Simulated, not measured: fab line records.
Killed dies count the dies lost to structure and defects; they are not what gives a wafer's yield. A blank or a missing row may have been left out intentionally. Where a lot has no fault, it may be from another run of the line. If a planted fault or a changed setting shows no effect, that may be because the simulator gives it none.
fab line records | flow nand_harc
record lots=11 | wafers=33 | last_day=24
route steps=1159 shown P_ZERO_WELL@19 P_STI@83 END@1159
lots that met no fault: taken from a fault-free run of the same line
start_h: hours from the record's opening day to when the first of the lot's shown wafers began | wait_h: hours elapsed since this lot's preceding step | " identical to the entry in the row above | L1.1+2: several wafers, shown together as one row | - value missing, or start not given | * or withheld: withheld | < > ~ a bound
route shown NAME@n: NAME is a module with steps in the file, n the number in the route of the first one | usual: average and standard deviation across the fault-free wafers | same: alike in all rows | chamber/n: place in a boat | sites: per-site readings | _std_site: the values' standard deviation | _edge_site: mean of outer sites minus mean of inner sites | radius_mm: how far each site lies from the wafer's centre | mask NAME#n: copy n | behind: the tool/chamber that last shaped the wafer | hold: why the lot went on hold/how many hours it stayed there/how the hold came to an end | device: transistor that didn't switch, given as n, p or np | end of line: the tests these same wafers got at the end of their route | a step given without rows: its recipe and nothing more | killed: count of dies lost to structure and defects at first sort (not the wafer's yield) | map: per-die view of a wafer (x killed, . not killed, _ where there is no die)
set.NAME: setting as actually run; set.NAME@STEP: the setting as run at that earlier step | model.NAME: the simulator's own value behind a step, which no gauge read
steps of the route over a sample of lots; a table a step, a row a wafer
services: a tool's chamber out of use, with start hour (start_h, from the record's first day; less than 0 if before it), hours out, and reason
## steps
# step NHARC_P_ZERO_WELL_ETCH_63
# recipe target_depth_a=1200 | time_s=40.1 | hbr_flow_sccm=150 | cl2_flow_sccm=50 | rf_w=400 | icp_w=400 | bias_w=100 | chemistry=HBr/Cl2
# usual drypump_motor_current_A=5.7/0.4 | oes_product_au=1.000/0.0089 | rf_fwd_power_W=395.3/1.5 | throttle_valve_pct=26.406/0.0086
# same time_s=40.1
lot.wafer | tool      | chamber | start_h | wait_h | drypump_motor_current_A | oes_product_au | rf_fwd_power_W | rf_hours_counter_h | throttle_valve_pct
L704.2    | rie_si-03 | 1       | 13.67   | -      | 5.2                     | 1.011          | 391.8          | 0.3                | 26.409
L704.5    | "         | 0       | "       | "      | 5.3                     | 1.009          | 394.4          | -                  | 26.402
L704.6    | "         | 1       | "       | "      | 5.2                     | 1.006          | 393.2          | -                  | 26.405
L708.1    | rie_si-03 | 2       | 37.95   | -      | 6.3                     | 1.000          | 397.8          | 0.4                | 26.415
L708.5    | "         | 3       | "       | "      | 5.7                     | 0.989          | 394.4          | -                  | 26.403
L708.6    | "         | 0       | "       | "      | 5.3                     | 1.001          | 396.2          | -                  | 26.417
L713.1    | rie_si-06 | 3       | 67.66   | -      | 5.3                     | 1.014          | 397.6          | 0.5                | 26.416
L713.2    | "         | 0       | "       | "      | 6.0                     | 1.011          | 395.6          | 0.6                | 26.391
L713.5    | "         | 2       | "       | "      | 5.5                     | 1.004          | 398.7          | -                  | 26.413
L714.2    | rie_si-03 | 2       | 73.68   | -      | 6.3                     | 0.992          | 396.4          | 0.7                | 26.412
L714.3    | "         | 0       | "       | "      | 5.3                     | 0.997          | 396.0          | 0.9                | 26.427
L714.5    | "         | 1       | "       | "      | 5.2                     | 1.008          | 393.2          | -                  | 26.415
L715.1    | rie_si-03 | 2       | 79.70   | -      | 6.3                     | 0.993          | 395.6          | 0.7                | 26.409
L715.6    | "         | 0       | "       | "      | 5.3                     | 0.993          | 395.4          | -                  | 26.409
L715.5    | "         | 1       | "       | "      | 5.2                     | 1.005          | 391.8          | -                  | 26.403
L716.1    | rie_si-06 | 3       | 85.52   | -      | 5.3                     | 1.024          | 394.6          | 0.7                | 26.409
L716.3    | "         | 0       | "       | "      | 5.9                     | 0.998          | 395.8          | 0.7                | 26.397
L716.6    | "         | 0       | "       | "      | 6.0                     | 1.019          | 395.2          | -                  | 26.403
L718.2    | rie_si-06 | 3       | 97.55   | -      | 5.3                     | 1.005          | 396.7          | 0.8                | 26.411
L718.4    | "         | 0       | "       | "      | 6.0                     | 1.017          | 396.9          | 0.8                | 26.418
L718.1    | "         | 1       | "       | "      | 6.2                     | 1.005          | 393.3          | 0.8                | 26.407
L722.1    | rie_si-06 | 1       | 121.65  | -      | 6.3                     | 0.996          | 394.8          | 1.0                | 26.409
L722.2    | "         | 2       | "       | "      | 5.5                     | 0.989          | 395.4          | 1.0                | 26.395
L722.4    | "         | 1       | "       | "      | 6.3                     | 0.995          | 393.8          | -                  | 26.404
L723.1    | rie_si-06 | 1       | 127.53  | -      | 6.2                     | 0.994          | 394.4          | 1.1                | 26.395
L723.3    | "         | 2       | "       | "      | 5.5                     | 1.003          | 398.6          | 1.1                | 26.398
L723.4    | "         | 0       | "       | "      | 6.0                     | 1.004          | 393.3          | -                  | 26.403
L724.4    | rie_si-05 | 1       | 133.76  | -      | 5.4                     | 1.008          | 395.3          | 0.4                | 26.394
L724.3    | "         | 2       | "       | "      | 5.2                     | 1.015          | 394.4          | 0.4                | 26.387
L724.1    | "         | 3       | "       | "      | 5.4                     | 1.010          | 396.3          | 0.5                | 26.405
L725.2    | rie_si-05 | 3       | 139.67  | -      | 5.4                     | 1.005          | 395.7          | 0.6                | 26.404
L725.3    | "         | 0       | "       | "      | 5.7                     | 1.007          | 395.2          | 0.6                | 26.411
L725.1    | "         | 1       | "       | "      | 5.5                     | 1.011          | 394.1          | 0.5                | 26.425
# step NHARC_P_ZERO_WELL_DESCUM_39
# recipe time_s=3 | o2_flow_sccm=200 | ar_flow_sccm=0 | bias_power_w=0 | chemistry=O2
# usual drypump_motor_current_A=5.6/0.44 | o2_flow_sccm=200.0/0.59 | oes_product_au=0.997/0.011 | rf_vpp_V=57.8/0.85 | showerhead_plenum_p_Torr=1.91/0.075 | throttle_valve_pct=11.312/0.0086
# same time_s=3
lot.wafer | tool        | chamber | start_h | wait_h | drypump_motor_current_A | o2_flow_sccm | oes_product_au | rf_hours_counter_h | rf_vpp_V | showerhead_plenum_p_Torr | throttle_valve_pct
L704.2    | rie_diel-07 | 2       | 16.31   | -      | 5.3                     | 200.4        | 1.000          | 10                 | 57.8     | 1.88                     | 11.314
L704.6    | "           | 1       | "       | "      | 5.3                     | 200.5        | 0.974          | -                  | 58.8     | 1.94                     | 11.314
L704.5    | "           | 2       | "       | "      | 5.3                     | 199.8        | 0.997          | -                  | 56.2     | 1.88                     | 11.312
L708.1    | rie_diel-04 | 0       | 40.51   | -      | 5.4                     | 199.9        | 0.997          | 6                  | 59.2     | 2.05                     | 11.297
L708.6    | "           | 0       | "       | "      | 5.4                     | 200.3        | 0.999          | -                  | 57.7     | 2.05                     | 11.313
L708.5    | "           | 1       | "       | "      | 5.2                     | 200.5        | 0.996          | -                  | 58.0     | 1.89                     | 11.308
L713.2    | rie_diel-07 | 0       | 70.26   | -      | 6.1                     | 200.9        | 0.992          | 1                  | 57.1     | 1.80                     | 11.330
L713.1    | "           | 1       | "       | "      | 5.4                     | 200.2        | 0.999          | 1                  | 58.4     | 1.93                     | 11.312
L713.5    | "           | 0       | "       | "      | 6.1                     | 201.8        | 0.996          | -                  | 57.9     | 1.80                     | 11.321
L714.3    | rie_diel-04 | 0       | 76.44   | -      | 5.4                     | 199.7        | 0.985          | 8                  | 57.5     | 2.05                     | 11.317
L714.2    | "           | 1       | "       | "      | 5.3                     | 200.2        | 0.991          | 7                  | 57.7     | 1.89                     | 11.303
L714.5    | "           | 2       | "       | "      | 6.5                     | 199.6        | 1.005          | -                  | 58.6     | 2.00                     | 11.298
L715.1    | rie_diel-04 | 0       | 82.44   | -      | 5.4                     | 200.1        | 0.990          | 8                  | 58.4     | 2.05                     | 11.319
L715.6    | "           | 1       | "       | "      | 5.3                     | 199.8        | 1.008          | -                  | 58.8     | 1.89                     | 11.307
L715.5    | "           | 2       | "       | "      | 6.5                     | 198.8        | 1.005          | -                  | 57.1     | 2.00                     | 11.308
L716.1    | rie_diel-06 | 1       | 88.29   | -      | 5.2                     | 200.1        | 0.993          | 1                  | 56.9     | 1.78                     | 11.311
L716.3    | "           | 3       | "       | "      | 6.0                     | 200.4        | 0.997          | 1                  | 57.0     | 1.99                     | 11.314
L716.6    | "           | 1       | "       | "      | 5.2                     | 201.1        | 0.988          | -                  | 57.1     | 1.78                     | 11.310
L718.1    | rie_diel-07 | 2       | 100.15  | -      | 5.3                     | 199.2        | 0.997          | 3                  | 57.2     | 1.88                     | 11.311
L718.2    | "           | 0       | "       | "      | 6.1                     | 199.6        | 0.992          | 3                  | 57.7     | 1.80                     | 11.304
L718.4    | "           | 1       | "       | "      | 5.3                     | 198.9        | 1.003          | 3                  | 57.4     | 1.93                     | 11.304
L722.1    | rie_diel-04 | 3       | 124.16  | -      | 5.2                     | 200.7        | 0.997          | 0                  | 57.3     | 1.93                     | 11.316
L722.4    | "           | 1       | "       | "      | 5.3                     | 199.6        | 1.011          | 0                  | 58.0     | 1.89                     | 11.317
L722.2    | "           | 2       | "       | "      | 6.5                     | 200.3        | 0.994          | 0                  | 59.2     | 2.00                     | 11.306
L723.1    | rie_diel-06 | 0       | 130.29  | -      | 5.0                     | 200.6        | 0.984          | 4                  | 57.0     | 1.86                     | 11.307
L723.3    | "           | 1       | "       | "      | 5.2                     | 199.8        | 1.005          | 5                  | 57.1     | 1.78                     | 11.321
L723.4    | "           | 2       | "       | "      | 5.8                     | 199.9        | 0.986          | 5                  | 56.6     | 1.86                     | 11.316
L724.4    | rie_diel-07 | 3       | 136.55  | -      | 5.6                     | 198.8        | 0.990          | 6                  | 58.0     | 1.92                     | 11.320
L724.1    | "           | 0       | "       | "      | 6.1                     | 199.7        | 0.998          | 6                  | 57.1     | 1.80                     | 11.334
L724.3    | "           | 1       | "       | "      | 5.3                     | 200.5        | 1.002          | 7                  | 58.1     | 1.93                     | 11.315
L725.3    | rie_diel-04 | 3       | 142.12  | -      | 5.2                     | 200.7        | 0.989          | 0                  | 59.8     | 1.93                     | 11.310
L725.1    | "           | 1       | "       | "      | 5.2                     | 199.4        | 1.007          | 0                  | 57.8     | 1.89                     | 11.322
L725.2    | "           | 2       | "       | "      | 6.5                     | 199.6        | 0.996          | 0                  | 57.5     | 2.00                     | 11.303
# step NHARC_P_ZERO_WELL_DESCUM_54
# recipe time_s=3 | o2_flow_sccm=200 | ar_flow_sccm=0 | bias_power_w=0 | chemistry=O2
# usual drypump_motor_current_A=5.5/0.43 | o2_flow_sccm=200.0/0.61 | oes_product_au=0.999/0.01 | rf_vpp_V=57.7/0.85 | showerhead_plenum_p_Torr=1.91/0.079 | throttle_valve_pct=11.311/0.0091
# same time_s=3
lot.wafer | tool        | chamber | start_h | wait_h | drypump_motor_current_A | o2_flow_sccm | oes_product_au | rf_hours_counter_h | rf_vpp_V | showerhead_plenum_p_Torr | throttle_valve_pct
L704.2    | rie_diel-06 | 2       | 17.81   | -      | 5.8                     | 200.9        | 1.019          | 9                  | 58.4     | 1.86                     | 11.310
L704.5    | "           | 1       | "       | "      | 5.2                     | 199.0        | 1.000          | -                  | 56.8     | 1.79                     | 11.313
L704.6    | "           | 2       | "       | "      | 5.8                     | 200.4        | 1.025          | -                  | 57.4     | 1.86                     | 11.310
L708.1    | rie_diel-07 | 0       | 42.21   | -      | 6.1                     | 199.2        | 0.989          | 4                  | 56.2     | 1.80                     | 11.321
L708.5    | "           | 2       | "       | "      | 5.3                     | 200.3        | 1.000          | -                  | 58.8     | 1.88                     | 11.308
L708.6    | "           | 3       | "       | "      | 5.6                     | 200.3        | 1.003          | -                  | 58.0     | 1.92                     | 11.306
L713.1    | rie_diel-04 | 3       | 71.95   | -      | 5.2                     | 199.8        | 1.014          | 8                  | 58.5     | 1.93                     | 11.306
L713.2    | "           | 0       | "       | "      | 5.4                     | 199.6        | 0.999          | 7                  | 57.4     | 2.05                     | 11.315
L713.5    | "           | 1       | "       | "      | 5.2                     | 199.8        | 1.012          | -                  | 57.5     | 1.89                     | 11.311
L714.2    | rie_diel-06 | 1       | 78.06   | -      | 5.2                     | 200.6        | 0.998          | 0                  | 57.1     | 1.78                     | 11.296
L714.3    | "           | 3       | "       | "      | 5.9                     | 200.0        | 0.994          | 0                  | 58.5     | 1.99                     | 11.317
L714.5    | "           | 2       | "       | "      | 5.8                     | 200.1        | 0.994          | -                  | 57.8     | 1.86                     | 11.313
L715.1    | rie_diel-06 | 1       | 83.96   | -      | 5.2                     | 200.7        | 1.005          | 1                  | 57.5     | 1.78                     | 11.304
L715.5    | "           | 2       | "       | "      | 5.8                     | 199.0        | 0.997          | -                  | 58.2     | 1.86                     | 11.309
L715.6    | "           | 3       | "       | "      | 6.0                     | 199.7        | 1.004          | -                  | 57.8     | 1.99                     | 11.310
L716.1    | rie_diel-06 | 1       | 89.95   | -      | 5.2                     | 200.9        | 0.992          | 1                  | 57.8     | 1.78                     | 11.305
L716.3    | "           | 3       | "       | "      | 5.9                     | 199.9        | 0.995          | 1                  | 58.7     | 1.99                     | 11.327
L716.6    | "           | 2       | "       | "      | 5.8                     | 200.4        | 0.989          | -                  | 57.6     | 1.86                     | 11.303
L718.2    | rie_diel-06 | 0       | 101.80  | -      | 4.9                     | 199.3        | 0.996          | 2                  | 57.2     | 1.86                     | 11.314
L718.1    | "           | 2       | "       | "      | 5.8                     | 199.7        | 0.999          | 2                  | 56.9     | 1.86                     | 11.307
L718.4    | "           | 3       | "       | "      | 5.9                     | 200.2        | 1.003          | 2                  | 56.9     | 1.99                     | 11.315
L722.1    | rie_diel-04 | 3       | 125.79  | -      | 5.2                     | 200.0        | 1.002          | 0                  | 57.3     | 1.93                     | 11.302
L722.2    | "           | 0       | "       | "      | 5.4                     | 200.1        | 0.996          | 0                  | 58.9     | 2.05                     | 11.327
L722.4    | "           | 2       | "       | "      | 6.5                     | 201.1        | 1.008          | -                  | 58.0     | 2.00                     | 11.293
L723.1    | rie_diel-04 | 2       | 131.94  | -      | 6.5                     | 199.9        | 1.003          | 0                  | 57.3     | 2.00                     | 11.311
L723.3    | "           | 3       | "       | "      | 5.2                     | 199.6        | 0.998          | 0                  | 57.3     | 1.93                     | 11.323
L723.4    | "           | 0       | "       | "      | 5.4                     | 200.6        | 1.000          | 0                  | 57.2     | 2.05                     | 11.291
L724.3    | rie_diel-04 | 0       | 138.21  | -      | 5.3                     | 199.2        | 1.004          | 0                  | 58.7     | 2.05                     | 11.310
L724.1    | "           | 1       | "       | "      | 5.2                     | 200.3        | 1.010          | 0                  | 57.5     | 1.89                     | 11.314
L724.4    | "           | 2       | "       | "      | 6.5                     | 201.1        | 1.004          | 0                  | 58.8     | 2.00                     | 11.316
L725.3    | rie_diel-06 | 3       | 143.76  | -      | 5.9                     | 200.6        | 0.991          | 7                  | 57.3     | 1.99                     | 11.290
L725.1    | "           | 1       | "       | "      | 5.2                     | 200.3        | 1.010          | 6                  | 55.3     | 1.78                     | 11.314
L725.2    | "           | 2       | "       | "      | 5.7                     | 199.3        | 0.990          | 7                  | 57.6     | 1.86                     | 11.310
# step NHARC_P_ZERO_WELL_INSPECT_43
# usual raw_defect_count=13/5.6
lot.wafer | tool              | chamber | start_h | wait_h | raw_defect_count
L704.2    | defect_inspect-02 | -       | 19.54   | 0.5    | 20
L704.5    | "                 | -       | "       | "      | 22
L704.6    | "                 | -       | "       | "      | 12
L708.1    | defect_inspect-02 | -       | 43.83   | 0.6    | 10
L708.5    | "                 | -       | "       | "      | 12
L708.6    | "                 | -       | "       | "      | 13
L713.1    | defect_inspect-01 | -       | 73.58   | 0.6    | 8
L713.2    | "                 | -       | "       | "      | 11
L713.5    | "                 | -       | "       | "      | 9
L714.2    | defect_inspect-01 | -       | 79.72   | 0.5    | 4
L714.3    | "                 | -       | "       | "      | 9
L714.5    | "                 | -       | "       | "      | 443
L715.1    | defect_inspect-02 | -       | 85.59   | 0.6    | 18
L715.5    | "                 | -       | "       | "      | 429
L715.6    | "                 | -       | "       | "      | 21
L716.1    | defect_inspect-02 | -       | 91.61   | 0.6    | 8
L716.3    | "                 | -       | "       | "      | 13
L716.6    | "                 | -       | "       | "      | 13
L718.1    | defect_inspect-02 | -       | 103.45  | 0.6    | 21
L718.2    | "                 | -       | "       | "      | 17
L718.4    | "                 | -       | "       | "      | 7
L722.1    | defect_inspect-01 | -       | 127.55  | 0.6    | 21
L722.2    | "                 | -       | "       | "      | 13
L722.4    | "                 | -       | "       | "      | 13
L723.1    | defect_inspect-01 | -       | 133.60  | 0.6    | 16
L723.3    | "                 | -       | "       | "      | 13
L723.4    | "                 | -       | "       | "      | 7
L724.1    | defect_inspect-01 | -       | 139.87  | 0.6    | 14
L724.3    | "                 | -       | "       | "      | 26
L724.4    | "                 | -       | "       | "      | 19
L725.1    | defect_inspect-01 | -       | 145.42  | 0.6    | 26
L725.2    | "                 | -       | "       | "      | 20
L725.3    | "                 | -       | "       | "      | 16
# step NHARC_P_STI_CD_MEAS_09
# recipe target_cd_nm=200 | landing_energy_ev=500
# usual cd_nm=200.1/2.1
lot.wafer | tool      | chamber | start_h | wait_h | cd_nm
L704.2    | cd_sem-01 | 0       | 37.08   | -      | 200.9
L704.5    | "         | 0       | "       | "      | 196.3
L704.6    | "         | 0       | "       | "      | 198.0
L708.1    | cd_sem-01 | 0       | 59.06   | -      | 196.1
L708.5    | "         | 0       | "       | "      | 197.4
L708.6    | "         | 0       | "       | "      | 201.2
L713.1    | cd_sem-01 | 0       | 88.75   | -      | 196.7
L713.2    | "         | 0       | "       | "      | 199.4
L713.5    | "         | 0       | "       | "      | 195.5
L714.2    | cd_sem-01 | 0       | 94.89   | -      | 200.8
L714.3    | "         | 0       | "       | "      | 198.8
L714.5    | "         | 0       | "       | "      | 201.0
L715.1    | cd_sem-01 | 0       | 100.86  | -      | 201.3
L715.5    | "         | 0       | "       | "      | 201.9
L715.6    | "         | 0       | "       | "      | 199.2
L716.1    | cd_sem-01 | 0       | 107.71  | -      | 197.6
L716.3    | "         | 0       | "       | "      | 196.4
L716.6    | "         | 0       | "       | "      | 199.3
L718.1    | cd_sem-02 | 0       | 122.39  | -      | 198.0
L718.2    | "         | 0       | "       | "      | 202.1
L718.4    | "         | 0       | "       | "      | 195.2
L722.1    | cd_sem-01 | 0       | 143.02  | -      | 197.2
L722.2    | "         | 0       | "       | "      | 201.4
L722.4    | "         | 0       | "       | "      | 201.3
L723.1    | cd_sem-02 | 0       | 149.09  | -      | 202.0
L723.3    | "         | 0       | "       | "      | 200.2
L723.4    | "         | 0       | "       | "      | 200.7
L724.1    | cd_sem-03 | 0       | 155.19  | -      | 200.6
L724.3    | "         | 0       | "       | "      | 201.4
L724.4    | "         | 0       | "       | "      | 198.9
L725.1    | cd_sem-02 | 0       | 163.90  | -      | 201.2
L725.2    | "         | 0       | "       | "      | 199.1
L725.3    | "         | 0       | "       | "      | 197.3
# step NHARC_END_SORT_01
# recipe temp_c=25
# usual killed_at_array=27/8 | killed_at_other=0.8/1.2 | killed_at_periphery=3.3/2.3 | killed_dies=31/8.8 | killed_open=3.2/2.1 | killed_short=2.1/1.4
# same gross_dies=677
lot.wafer | tool      | chamber | start_h | wait_h | killed_at_array | killed_at_other | killed_at_periphery | killed_dies | killed_open | killed_short
L714.2    | prober-01 | 0       | 501.43  | 2.8    | 16              | 0               | 1                   | 17          | 3           | 2
L714.3    | prober-01 | 0       | 502.24  | 3.1    | 22              | 0               | 2                   | 24          | 1           | 2
L714.5    | prober-01 | 0       | 503.85  | 3.7    | 13              | 1               | 91                  | 105         | 3           | 2
L715.1    | prober-01 | 0       | 529.78  | 2.6    | 43              | 4               | 1                   | 48          | 1           | 1
L715.5    | prober-01 | 0       | 532.99  | 3.7    | 20              | 0               | 77                  | 97          | 2           | 0
L715.6    | prober-01 | 0       | 533.79  | 4.0    | 29              | 2               | 5                   | 36          | 2           | 1
# killed by level:class
L714.2 A_CHANNEL_HOLE_D1:chamber_film_flake=4 A_WL_FILL:chamber_film_flake=3 A_CONTACT:chamber_film_flake=3 A_M0:geometric_particle:short=2 P_M1:geometric_particle:open=1 A_CHANNEL_FILL_D1:geometric_particle:open=1 A_BLC:geometric_particle:open=1 A_ZERO_WELL:chamber_film_flake=1
L714.3 A_CHANNEL_HOLE_D1:chamber_film_flake=12 A_CONTACT:chamber_film_flake=5 P_STI:geometric_particle:open=1 A_CHANNEL_HOLE_D1:geometric_particle:short=1 A_WL_FILL:geometric_particle:short=1 P_GATE:chamber_film_flake=1 A_STAIRCASE:chamber_film_flake=1 A_SLIT:chamber_film_flake=1
L714.5 P_ZERO_WELL:unspecified=88 A_CHANNEL_HOLE_D1:chamber_film_flake=10 P_GATE:geometric_particle:short=1 P_M1:geometric_particle:short=1 A_ONON_D1:geometric_particle:open=1 A_CONTACT:geometric_particle:open=1 P_BONDPAD:chamber_film_flake=1 STARTING-WAFER:geometric_particle:open=1
L715.1 A_CHANNEL_HOLE_D1:chamber_film_flake=18 A_SLIT:chamber_film_flake=17 THIN_TSV:chamber_film_flake=4 A_STAIRCASE:chamber_film_flake=3 A_CONTACT:chamber_film_flake=3 A_CONTACT:geometric_particle:short=1 A_BLC:geometric_particle:open=1 P_STI:chamber_film_flake=1
L715.5 P_ZERO_WELL:unspecified=75 A_CHANNEL_HOLE_D1:chamber_film_flake=14 A_SLIT:chamber_film_flake=4 P_M2:geometric_particle:open=1 A_CONTACT:geometric_particle:open=1 P_BONDPAD:chamber_film_flake=1 A_STAIRCASE:chamber_film_flake=1
L715.6 A_CHANNEL_HOLE_D1:chamber_film_flake=15 A_SLIT:chamber_film_flake=10 A_CONTACT:chamber_film_flake=3 P_ZERO_WELL:chamber_film_flake=2 THIN_TSV:chamber_film_flake=2 P_GATE:geometric_particle:open=1 P_M0:geometric_particle:open=1 P_M1:geometric_particle:short=1
## services
tool        | chamber | start_h | hours | kind
rie_diel-04 | 2       | -7.98   | 4.8   | repair
rie_diel-04 | 0       | -6.78   | -     | clean
rie_diel-04 | 1       | -6.78   | -     | clean
rie_diel-04 | 3       | -6.78   | -     | clean
rie_diel-04 | 1       | -6.38   | 5.8   | repair
rie_si-06   | -       | 6.00    | 9.0   | pm
rie_diel-07 | -       | 11.69   | 0.2   | repair
rie_si-03   | 3       | 15.50   | 1.1   | repair
rie_diel-04 | 0       | 17.72   | -     | clean
rie_diel-04 | 1       | 17.72   | -     | clean
rie_diel-04 | 2       | 17.72   | -     | clean
rie_si-03   | -       | 19.82   | 1.5   | repair
rie_si-06   | -       | 40.07   | 0.1   | repair
rie_diel-07 | -       | 51.20   | 9.0   | pm
rie_si-05   | -       | 62.00   | 9.0   | pm
rie_diel-06 | -       | 63.43   | 1.2   | repair
rie_diel-06 | -       | 64.65   | 9.0   | pm
rie_diel-07 | 1       | 81.10   | 3.2   | repair
rie_si-05   | -       | 107.57  | 1.4   | repair
rie_diel-04 | -       | 112.22  | 9.0   | pm
rie_si-06   | 3       | 117.08  | 20.7  | repair
rie_diel-04 | 1       | 124.64  | 1.5   | repair
rie_si-06   | 0       | 131.25  | 3.2   | repair
rie_diel-07 | 0       | 131.40  | 3.7   | repair
## key
first_sign step=NHARC_P_ZERO_WELL_INSPECT_43 | reading=raw_defect_count | direction=up | sigmas=75 | usual=13 | struck=436
effect step=NHARC_END_SORT_01 | reading=killed_at_periphery | direction=up | sigmas=35 | usual=3.3 | struck=84
more_kills_born_at NHARC_P_ZERO_WELL_ETCH_63@rie_si-03=163
met_at NHARC_P_ZERO_WELL_ETCH_63
struck_lots L714,L715
struck_wafers L714.5,L715.5
tester_left_out L714,L715
not_acting_at NHARC_P_ZERO_WELL_DESCUM_39,NHARC_P_ZERO_WELL_DESCUM_54,NHARC_P_STI_CD_MEAS_09
onset_between 13.67 73.68
fault kind=chamber_particle_source | tool=rie_si-03 | chamber=1 | onset_h=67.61 | steps=NHARC_P_ZERO_WELL_ETCH_63 | rate_per_visit_cm2=0.64738 | end_h=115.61
# tester_left_out: of these lots the tester's yield and bins aren't shown, on N5 and GAA mostly nor the transistor test; their killed dies are dies lost to structure and defects alone, not to doping, threshold or leakage, so they don't give the yield
